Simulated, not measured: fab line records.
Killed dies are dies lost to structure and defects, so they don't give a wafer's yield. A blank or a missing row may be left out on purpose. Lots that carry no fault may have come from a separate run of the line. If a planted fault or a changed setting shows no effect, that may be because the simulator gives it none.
Matching of chambers    flow nandHarc    4 sister chambers for NHARC_A_STAIRCASE_ALD_420 on aldHk-04
The step deposits SiO2, target thk 20 nm, pulse time 6 s, ald cycles 200. 4 wafers are shown with their chamber, then 8 later ones without.

== WAFERS PAIRED WITH THEIR CHAMBERS ==
wafer   chamber  heaterPowerW (W)
L084.1  0        400
L090.1  2        409
L090.2  3        393
L092.1  1        535

== WAFERS WITH NO CHAMBER GIVEN ==
wafer   heaterPowerW (W)
L092.3  401
L092.5  394
L095.1  410
L095.4  388
L095.5  397
L097.1  504
L097.3  418
L097.4  362

== WHICH CHAMBER EACH WENT THROUGH ==
wafer   from the rows above           in truth
L092.3  can't be placed: 0 or 2 or 3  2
L092.5  can't be placed: 3 or 0 or 2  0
L095.1  can't be placed: 2 or 0 or 3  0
L095.4  can't be placed: 3 or 0 or 2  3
L095.5  can't be placed: 0 or 3 or 2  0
L097.1  1                             1
L097.3  can't be placed: 2 or 0 or 3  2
L097.4  can't be placed: 3 or 0 or 2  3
Placed correctly: 1 of 8. Cannot be placed on the basis of these rows: 7; the candidates contain the true chamber in 7. 0 placed wrongly.
How it was worked out, from the rows above alone: a wafer's distance from a chamber is the root of the sum, over the readings, of the square of ((its reading less the chamber's mean) divided by the reading's scatter). If the next closest chamber is less than 2 further off than the closest, the wafer can't be placed; otherwise it belongs to the closest. The mean given for a chamber averages the wafers shown for that chamber. The scatter: with one shown wafer a chamber, the root of the mean of the squares of how far each hidden wafer lies from its nearest shown one.
